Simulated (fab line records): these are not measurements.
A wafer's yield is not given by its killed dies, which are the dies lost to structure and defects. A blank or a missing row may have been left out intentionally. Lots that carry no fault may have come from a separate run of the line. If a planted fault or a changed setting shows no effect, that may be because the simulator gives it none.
Lot-split experiment || flow n5 finfet || 7 lots, 39 wafers read, on a route of 1938 steps

## ABOUT THE SPLIT
At N5_BEOL_M9_ETCH_62 (etches SOC in N2/H2, target depth 110 nm, overetch 22 nm, time 165 s), the setting time s was moved away from the recipe's 165 s on 15 of the 39 wafers read, by -49.7% to +57.6%. The other wafers ran this setting at the recipe's value.

The reading is taken at the split's own step.

## THE READING
SiARC_of_BEOL_M9_COAT_60.thk nm (the simulator's own value, which no gauge read), in nm, at N5_BEOL_M9_ETCH_62 (etches SOC in N2/H2, target depth 110 nm, overetch 22 nm, time 165 s). There is no usual value for it anywhere in the file. Here, 24 wafers ran the recipe; their average is 23.4 nm with a standard deviation of 0.24 nm.

{"wafer": "L077.1", "tool, chamber at the split": "rie diel-03, 0", "time s as run, s": 165, "against the recipe": "recipe", "SiARC_of_BEOL_M9_COAT_60.thk nm, nm": 23.8, "against lot-mates on the recipe": "-"}
{"wafer": "L077.2", "tool, chamber at the split": "rie diel-03, 2", "time s as run, s": 165, "against the recipe": "recipe", "SiARC_of_BEOL_M9_COAT_60.thk nm, nm": 23.4, "against lot-mates on the recipe": "-"}
{"wafer": "L077.3", "tool, chamber at the split": "rie diel-03, 3", "time s as run, s": 165, "against the recipe": "recipe", "SiARC_of_BEOL_M9_COAT_60.thk nm, nm": 23.2, "against lot-mates on the recipe": "-"}
{"wafer": "L077.4", "tool, chamber at the split": "rie diel-03, 1", "time s as run, s": 165, "against the recipe": "recipe", "SiARC_of_BEOL_M9_COAT_60.thk nm, nm": 23.4, "against lot-mates on the recipe": "-"}
{"wafer": "L077.5", "tool, chamber at the split": "rie diel-03, 1", "time s as run, s": 165, "against the recipe": "recipe", "SiARC_of_BEOL_M9_COAT_60.thk nm, nm": 23.2, "against lot-mates on the recipe": "-"}
{"wafer": "L077.6", "tool, chamber at the split": "rie diel-03, 0", "time s as run, s": 165, "against the recipe": "recipe", "SiARC_of_BEOL_M9_COAT_60.thk nm, nm": 23.8, "against lot-mates on the recipe": "-"}
{"wafer": "L076.1", "tool, chamber at the split": "rie diel-05, 3", "time s as run, s": 165, "against the recipe": "recipe", "SiARC_of_BEOL_M9_COAT_60.thk nm, nm": 23.6, "against lot-mates on the recipe": "-"}
{"wafer": "L076.2", "tool, chamber at the split": "rie diel-05, 1", "time s as run, s": 82.98, "against the recipe": "-49.7%", "SiARC_of_BEOL_M9_COAT_60.thk nm, nm": 26.6, "against lot-mates on the recipe": "+3.1"}
{"wafer": "L076.3", "tool, chamber at the split": "rie diel-05, 0", "time s as run, s": 165, "against the recipe": "recipe", "SiARC_of_BEOL_M9_COAT_60.thk nm, nm": 23.4, "against lot-mates on the recipe": "-"}
{"wafer": "L076.4", "tool, chamber at the split": "rie diel-05, 2", "time s as run, s": 82.98, "against the recipe": "-49.7%", "SiARC_of_BEOL_M9_COAT_60.thk nm, nm": 26.8, "against lot-mates on the recipe": "+3.3"}
{"wafer": "L076.5", "tool, chamber at the split": "rie diel-05, 2", "time s as run, s": 82.98, "against the recipe": "-49.7%", "SiARC_of_BEOL_M9_COAT_60.thk nm, nm": 26.8, "against lot-mates on the recipe": "+3.3"}
{"wafer": "L076.6", "tool, chamber at the split": "rie diel-05, 3", "time s as run, s": 165, "against the recipe": "recipe", "SiARC_of_BEOL_M9_COAT_60.thk nm, nm": 23.6, "against lot-mates on the recipe": "-"}
{"wafer": "L085.1", "tool, chamber at the split": "rie diel-04, 2", "time s as run, s": 125.6, "against the recipe": "-23.9%", "SiARC_of_BEOL_M9_COAT_60.thk nm, nm": 24.8, "against lot-mates on the recipe": "+1.7"}
{"wafer": "L085.2", "tool, chamber at the split": "rie diel-04, 3", "time s as run, s": 125.6, "against the recipe": "-23.9%", "SiARC_of_BEOL_M9_COAT_60.thk nm, nm": 24.8, "against lot-mates on the recipe": "+1.7"}
{"wafer": "L085.3", "tool, chamber at the split": "rie diel-04, 0", "time s as run, s": 165, "against the recipe": "recipe", "SiARC_of_BEOL_M9_COAT_60.thk nm, nm": 23.2, "against lot-mates on the recipe": "-"}
{"wafer": "L085.4", "tool, chamber at the split": "rie diel-04, 1", "time s as run, s": 165, "against the recipe": "recipe", "SiARC_of_BEOL_M9_COAT_60.thk nm, nm": 23, "against lot-mates on the recipe": "-"}
{"wafer": "L085.5", "tool, chamber at the split": "rie diel-04, 1", "time s as run, s": 165, "against the recipe": "recipe", "SiARC_of_BEOL_M9_COAT_60.thk nm, nm": 23, "against lot-mates on the recipe": "-"}
{"wafer": "L085.6", "tool, chamber at the split": "rie diel-04, 2", "time s as run, s": 125.6, "against the recipe": "-23.9%", "SiARC_of_BEOL_M9_COAT_60.thk nm, nm": 24.8, "against lot-mates on the recipe": "+1.7"}
{"wafer": "L086.1", "tool, chamber at the split": "rie diel-05, 1", "time s as run, s": 165, "against the recipe": "recipe", "SiARC_of_BEOL_M9_COAT_60.thk nm, nm": 23.2, "against lot-mates on the recipe": "-"}
{"wafer": "L086.2", "tool, chamber at the split": "rie diel-05, 0", "time s as run, s": 165, "against the recipe": "recipe", "SiARC_of_BEOL_M9_COAT_60.thk nm, nm": 23.4, "against lot-mates on the recipe": "-"}
{"wafer": "L086.3", "tool, chamber at the split": "rie diel-05, 2,0", "time s as run, s": 260.1, "against the recipe": "+57.6%", "SiARC_of_BEOL_M9_COAT_60.thk nm, nm": 19.8, "against lot-mates on the recipe": -3.5}
{"wafer": "L086.5", "tool, chamber at the split": "rie diel-05, 2,0", "time s as run, s": 260.1, "against the recipe": "+57.6%", "SiARC_of_BEOL_M9_COAT_60.thk nm, nm": 19.8, "against lot-mates on the recipe": -3.5}
{"wafer": "L086.4", "tool, chamber at the split": "rie diel-05, 2", "time s as run, s": 165, "against the recipe": "recipe", "SiARC_of_BEOL_M9_COAT_60.thk nm, nm": 23.4, "against lot-mates on the recipe": "-"}
{"wafer": "L086.6", "tool, chamber at the split": "rie diel-05, 1", "time s as run, s": 260.1, "against the recipe": "+57.6%", "SiARC_of_BEOL_M9_COAT_60.thk nm, nm": 19.4, "against lot-mates on the recipe": -3.9}
{"wafer": "L090.1", "tool, chamber at the split": "rie diel-05, 1", "time s as run, s": 165, "against the recipe": "recipe", "SiARC_of_BEOL_M9_COAT_60.thk nm, nm": 23.2, "against lot-mates on the recipe": "-"}
{"wafer": "L090.2", "tool, chamber at the split": "rie diel-05, 2", "time s as run, s": 165, "against the recipe": "recipe", "SiARC_of_BEOL_M9_COAT_60.thk nm, nm": 23.6, "against lot-mates on the recipe": "-"}
{"wafer": "L090.3", "tool, chamber at the split": "rie diel-05, 0", "time s as run, s": 165, "against the recipe": "recipe", "SiARC_of_BEOL_M9_COAT_60.thk nm, nm": 23.4, "against lot-mates on the recipe": "-"}
{"wafer": "L090.4", "tool, chamber at the split": "rie diel-05, 3", "time s as run, s": 130.3, "against the recipe": "-21.0%", "SiARC_of_BEOL_M9_COAT_60.thk nm, nm": 25.2, "against lot-mates on the recipe": "+1.8"}
{"wafer": "L090.5", "tool, chamber at the split": "rie diel-05, 1", "time s as run, s": 130.3, "against the recipe": "-21.0%", "SiARC_of_BEOL_M9_COAT_60.thk nm, nm": 24.8, "against lot-mates on the recipe": "+1.4"}
{"wafer": "L090.6", "tool, chamber at the split": "rie diel-05, 2", "time s as run, s": 130.3, "against the recipe": "-21.0%", "SiARC_of_BEOL_M9_COAT_60.thk nm, nm": 25, "against lot-mates on the recipe": "+1.6"}
{"wafer": "L091.2", "tool, chamber at the split": "rie diel-03, 0", "time s as run, s": 165, "against the recipe": "recipe", "SiARC_of_BEOL_M9_COAT_60.thk nm, nm": 23.8, "against lot-mates on the recipe": "-"}
{"wafer": "L091.4", "tool, chamber at the split": "rie diel-03, 1", "time s as run, s": 165, "against the recipe": "recipe", "SiARC_of_BEOL_M9_COAT_60.thk nm, nm": 23.2, "against lot-mates on the recipe": "-"}
{"wafer": "L091.5", "tool, chamber at the split": "rie diel-03, 2", "time s as run, s": 165, "against the recipe": "recipe", "SiARC_of_BEOL_M9_COAT_60.thk nm, nm": 23.6, "against lot-mates on the recipe": "-"}
{"wafer": "L093.1", "tool, chamber at the split": "rie diel-05, 1", "time s as run, s": 165, "against the recipe": "recipe", "SiARC_of_BEOL_M9_COAT_60.thk nm, nm": 23.6, "against lot-mates on the recipe": "-"}
{"wafer": "L093.2", "tool, chamber at the split": "rie diel-05, 2", "time s as run, s": 165, "against the recipe": "recipe", "SiARC_of_BEOL_M9_COAT_60.thk nm, nm": 23.8, "against lot-mates on the recipe": "-"}
{"wafer": "L093.3", "tool, chamber at the split": "rie diel-05, 0", "time s as run, s": 115.6, "against the recipe": "-29.9%", "SiARC_of_BEOL_M9_COAT_60.thk nm, nm": 25.6, "against lot-mates on the recipe": "+2.0"}
{"wafer": "L093.4", "tool, chamber at the split": "rie diel-05, 3", "time s as run, s": 115.6, "against the recipe": "-29.9%", "SiARC_of_BEOL_M9_COAT_60.thk nm, nm": 25.6, "against lot-mates on the recipe": "+2.0"}
{"wafer": "L093.5", "tool, chamber at the split": "rie diel-05, 1", "time s as run, s": 165, "against the recipe": "recipe", "SiARC_of_BEOL_M9_COAT_60.thk nm, nm": 23.4, "against lot-mates on the recipe": "-"}
{"wafer": "L093.6", "tool, chamber at the split": "rie diel-05, 0", "time s as run, s": 115.6, "against the recipe": "-29.9%", "SiARC_of_BEOL_M9_COAT_60.thk nm, nm": 25.6, "against lot-mates on the recipe": "+2.0"}
If several chambers appear in one row, that row covers several wafers at once and the file leaves open which wafer was in which chamber.

FIT RESULTS
A straight line over all 39 wafers: SiARC_of_BEOL_M9_COAT_60.thk nm changes by -0.0663 nm for each +1% of time s; r = -0.99; the points scatter about the line by 0.23 nm.
The same after taking each lot's own level away (the mean of its wafers on the recipe; 39 wafers): -0.0653 nm for each +1%; r = -0.99; scatter 0.18 nm.
On that fit, the largest move of time s shifts the reading by 3.8 nm.
Across the lots, their own levels run from 23.07 to 23.60 nm, a range of 2.2 times the standard deviation given above.
So the lot-to-lot level changes the slope little: the two slopes agree.
Check: -3.77 nm against its lot-mates is what the line predicts for one of the wafers moved furthest among these (+57.6%) when that wafer is left out of the fit. Against them it came out at -3.53 nm.

## OTHER SPLITS APPLIED TO THESE WAFERS
Note: prior to the reading, these wafers also went through further splits. Each is held against what the fit with the lots' levels taken away leaves over:
{"other split on the same wafers": "N5_SPACER0_ALD_07 target thk a", "wafers away from the commonest value": 18, "r with SiARC_of_BEOL_M9_COAT_60.thk nm (lot level and that fit taken away)": "+0.09"}
{"other split on the same wafers": "N5_SDB_ALD_29 ald cycles", "wafers away from the commonest value": 15, "r with SiARC_of_BEOL_M9_COAT_60.thk nm (lot level and that fit taken away)": "+0.02"}
{"other split on the same wafers": "N5_MOL_CONTACT_COAG_SPUTTER_143 target thk a", "wafers away from the commonest value": 15, "r with SiARC_of_BEOL_M9_COAT_60.thk nm (lot level and that fit taken away)": "+0.13"}
{"other split on the same wafers": "N5_BEOL_M1_ILD_DEP_00 target thk a", "wafers away from the commonest value": 15, "r with SiARC_of_BEOL_M9_COAT_60.thk nm (lot level and that fit taken away)": "+0.00"}
{"other split on the same wafers": "N5_BEOL_M3_TRENCH_ETCH_37 time s", "wafers away from the commonest value": 15, "r with SiARC_of_BEOL_M9_COAT_60.thk nm (lot level and that fit taken away)": "+0.00"}
{"other split on the same wafers": "N5_BEOL_M8_ETCH_66 target depth a", "wafers away from the commonest value": 12, "r with SiARC_of_BEOL_M9_COAT_60.thk nm (lot level and that fit taken away)": "+0.17"}

## THE WHOLE CHAIN: every reading that the file lists as answering this split, in the file's order
{"step": "N5_BEOL_M9_ETCH_62", "what it does": "etches SOC in N2/H2, target depth 110 nm, overetch 22 nm, time 165 s", "reading": "etch.depth nm (the simulator's own value, which no gauge read)", "change (the file's fit)": "not straight: 66.72 at the lowest setting, 99.96 at the recipe, 99.99 at the highest", "r (the file's)": "not given"}
{"step": "N5_BEOL_M9_ETCH_62", "what it does": "etches SOC in N2/H2, target depth 110 nm, overetch 22 nm, time 165 s", "reading": "SiARC_of_BEOL_M9_COAT_60.thk nm (the simulator's own value, which no gauge read)", "change (the file's fit)": "-0.0656 nm for each +1% of the setting", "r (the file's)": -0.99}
{"step": "N5_BEOL_M9_OCD_MEAS_38", "what it does": "", "reading": "trench depth nm", "change (the file's fit)": "not straight: 2.2 at the lowest setting, 151.6 at the recipe, 150.3 at the highest", "r (the file's)": "not given"}

## FILE'S OWN FIT
SiARC_of_BEOL_M9_COAT_60.thk nm changes by -0.0656 nm for each +1% of time s, r = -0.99.
